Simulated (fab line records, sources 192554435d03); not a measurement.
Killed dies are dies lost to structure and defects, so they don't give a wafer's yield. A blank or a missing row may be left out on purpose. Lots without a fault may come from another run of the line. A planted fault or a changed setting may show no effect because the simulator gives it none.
Split-lot experiment | flow n5_finfet | 7 lots, 21 wafers read, on a route of 1938 steps

THE SPLIT
At N5_BEOL_M1_HM_DEP_02 (deposits TiN, target thk 20 nm), the setting target_thk_a was moved away from the recipe's 200 angstrom on 12 of the 21 wafers read, by -10.3% to +11.5%. The other wafers ran this setting at the recipe's value.

FROM THE SPLIT TO THE READING: what the file shows between them, 4 steps
- N5_BEOL_M1_COAT_61: time 60 s, resist thk 60 nm
- N5_BEOL_M1_COAT_62: time 60 s, resist thk 12 nm
- N5_BEOL_M1_STRIP_75: strips in N2/H2
- N5_BEOL_M1_STRIP_66: strips in CF4

THE READING
etch.depth_nm (the simulator's own value, which no gauge read), in nm, at N5_BEOL_M1_HM_OPEN_17 (chemistry Cl2/BCl3, target TiN, target depth 20 nm, overetch 6 nm). The file gives no usual value for it. The 9 wafers here that ran the recipe average 19.80 nm, standard deviation 0.17 nm.

wafer  | tool, chamber at the split | target_thk_a as run, angstrom | against the recipe | etch.depth_nm, nm | against lot-mates on the recipe
L079.1 | pvd_sputter-02, -          | 223.1                         | +11.5%             | 21.89             | no lot-mate on the recipe
L079.5 | pvd_sputter-02, -          | 223.1                         | +11.5%             | 22.3              | no lot-mate on the recipe
L079.6 | pvd_sputter-02, -          | 223.1                         | +11.5%             | 21.95             | no lot-mate on the recipe
L084.4 | pvd_sputter-03, -          | 222.5                         | +11.3%             | 22.01             | +2.22
L084.5 | pvd_sputter-03, -          | 222.5                         | +11.3%             | 21.97             | +2.18
L084.6 | pvd_sputter-03, -          | 200                           | recipe             | 19.79             | -
L087.2 | pvd_sputter-02, -          | 179.4                         | -10.3%             | 17.56             | -2.11
L087.4 | pvd_sputter-02, -          | 179.4                         | -10.3%             | 17.54             | -2.13
L087.5 | pvd_sputter-02, -          | 200                           | recipe             | 19.67             | -
L089.1 | pvd_sputter-03, -          | 209.1                         | +4.5%              | 20.73             | no lot-mate on the recipe
L089.3 | pvd_sputter-03, -          | 209.1                         | +4.5%              | 20.63             | no lot-mate on the recipe
L089.6 | pvd_sputter-03, -          | 209.1                         | +4.5%              | 20.77             | no lot-mate on the recipe
L091.3 | pvd_sputter-02, -          | 200                           | recipe             | 19.86             | -
L091.4 | pvd_sputter-02, -          | 200                           | recipe             | 19.74             | -
L091.6 | pvd_sputter-02, -          | 215.2                         | +7.6%              | 21.3              | +1.50
L092.2 | pvd_sputter-03, -          | 200                           | recipe             | 19.64             | -
L092.4 | pvd_sputter-03, -          | 200                           | recipe             | 19.77             | -
L092.6 | pvd_sputter-03, -          | 200                           | recipe             | 19.59             | -
L093.3 | pvd_sputter-01, -          | 185.6                         | -7.2%              | 18.57             | -1.50
L093.5 | pvd_sputter-01, -          | 200                           | recipe             | 20.02             | -
L093.6 | pvd_sputter-01, -          | 200                           | recipe             | 20.13             | -

THE FIT
A straight line over all 21 wafers: etch.depth_nm changes by +0.2 nm for each +1% of target_thk_a; r = +0.99; the points scatter about the line by 0.16 nm.
The same after taking each lot's own level away (the mean of its wafers on the recipe; 15 wafers): +0.201 nm for each +1%; r = +1.00; scatter 0.057 nm.
On that fit, the largest move of target_thk_a shifts the reading by 2.3 nm.
The lots' own levels span 19.667 to 20.075 nm, that is 2.4 times the standard deviation above.
So the lot-to-lot level changes the slope little: the two slopes agree.
Check: with one of the wafers moved furthest among these (+11.3%) left out of the fit, the line predicts +2.25 nm for it against its lot-mates. It came out at +2.22 nm against them.

OTHER SPLITS ON THESE WAFERS
These wafers also went through other splits before the reading. Each is held against what the fit with the lots' levels taken away leaves over:
other split on the same wafers            | wafers away from the commonest value | r with etch.depth_nm (lot level and that fit taken away)
N5_BEOL_M0_TRENCH_ETCH_107 target_depth_a | 5                                    | +0.20
N5_BEOL_M1_ILD_DEP_00 time_s              | 6                                    | -0.40

THE WHOLE CHAIN: every reading that the file lists as answering this split, in the file's order
step                  | what it does                                                      | reading                                                                          | change (the file's fit)               | r (the file's)
N5_BEOL_M1_HM_DEP_02  | deposits TiN, target thk 20 nm                                    | TiN_of_BEOL_M1_HM_DEP_02.thk_nm (the simulator's own value, which no gauge read) | +0.2 nm for each +1% of the setting   | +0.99
N5_BEOL_M1_HM_OPEN_17 | chemistry Cl2/BCl3, target TiN, target depth 20 nm, overetch 6 nm | etch.depth_nm (the simulator's own value, which no gauge read)                   | +0.201 nm for each +1% of the setting | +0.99

THE FILE'S OWN FIT
etch.depth_nm changes by +0.201 nm for each +1% of target_thk_a, r = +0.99.
